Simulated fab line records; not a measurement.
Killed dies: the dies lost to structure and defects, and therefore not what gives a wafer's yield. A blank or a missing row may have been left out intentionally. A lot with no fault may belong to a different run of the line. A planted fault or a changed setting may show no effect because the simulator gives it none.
Chamber matching + flow nand harc + 4 sister chambers for NHARC_A_CHANNEL_FILL_D1_STRIP_28 on rie diel-11
The step strips in O2, time 20 s. 14 wafers are shown with their chamber, then 7 later ones without.

== WAFERS WITH THEIR CHAMBER ==
| wafer  | chamber | oes product au (a.u.) | rf vpp V (V) | throttle valve pct (%) |
|--------|---------|-----------------------|--------------|------------------------|
| L778.1 | 1       | 1.001                 | 56.0         | 17.041                 |
| L778.2 | 2       | 1.003                 | 57.0         | 17.031                 |
| L778.6 | 0       | 0.984                 | 57.3         | 17.037                 |
| L787.2 | 3       | 0.997                 | 58.3         | 17.017                 |
| L787.5 | 3       | 0.987                 | 56.7         | 17.038                 |
| L787.6 | 2       | 1.005                 | 57.6         | 17.041                 |
| L786.1 | 0       | 0.986                 | 58.2         | 17.028                 |
| L786.3 | 2       | 1.001                 | 59.0         | 17.031                 |
| L786.5 | 3       | 0.988                 | 57.8         | 17.018                 |
| L789.1 | 2       | 0.993                 | 57.6         | 17.035                 |
| L789.5 | 2       | 1.012                 | 58.4         | 17.028                 |
| L789.6 | 3       | 0.992                 | 57.9         | 17.033                 |
| L792.2 | 0       | 0.980                 | 56.4         | 17.035                 |
| L792.4 | 3       | 1.000                 | 58.1         | 17.022                 |

SIGNATURES, as means of the wafers listed above
| reading            | chamber 0 | chamber 1 | chamber 2 | chamber 3 | scatter within a chamber |
|--------------------|-----------|-----------|-----------|-----------|--------------------------|
| oes product au     | 0.98333   | 1.00100   | 1.00280   | 0.99280   | 0.00578                  |
| rf vpp V           | 57.300    | 56.000    | 57.920    | 57.760    | 0.75                     |
| throttle valve pct | 17.03333  | 17.04100  | 17.03320  | 17.02560  | 0.00706                  |
Rule: a wafer's distance from a chamber is the root of the sum, over the readings, of the square of ((its reading less the chamber's mean) divided by the reading's scatter). The wafer belongs to the nearest chamber; if the next one is less than 2 further off, it can't be placed. The scatter: take each reading less its chamber's mean, square it, sum over the shown wafers, divide by the number of wafers less the number of chambers, and take the root.

== WAFERS MISSING THEIR CHAMBER ==
| wafer  | oes product au (a.u.) | rf vpp V (V) | throttle valve pct (%) |
|--------|-----------------------|--------------|------------------------|
| L792.6 | 0.992                 | 59.4         | 17.021                 |
| L794.2 | 1.002                 | 59.1         | 17.044                 |
| L794.4 | 0.999                 | 58.7         | 17.034                 |
| L794.6 | 1.000                 | 58.1         | 17.023                 |
| L801.1 | 0.982                 | 56.6         | 17.049                 |
| L801.2 | 0.978                 | 57.7         | 17.049                 |
| L801.6 | 0.985                 | 59.7         | 17.046                 |

== WHICH CHAMBER EACH ONE RAN IN ==
| wafer  | from the rows above          | in truth |
|--------|------------------------------|----------|
| L792.6 | can't be placed: 3 or 2 or 0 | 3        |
| L794.2 | can't be placed: 2 or 3 or 1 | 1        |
| L794.4 | can't be placed: 2 or 3      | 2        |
| L794.6 | can't be placed: 3 or 2      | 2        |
| L801.1 | can't be placed: 0 or 1 or 3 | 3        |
| L801.2 | can't be placed: 0 or 3      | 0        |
| L801.6 | can't be placed: 0 or 3 or 2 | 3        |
Placed correctly: 0 of 7. These rows do not allow placing 7 (true chamber among the candidates in 7). 0 placed wrongly.
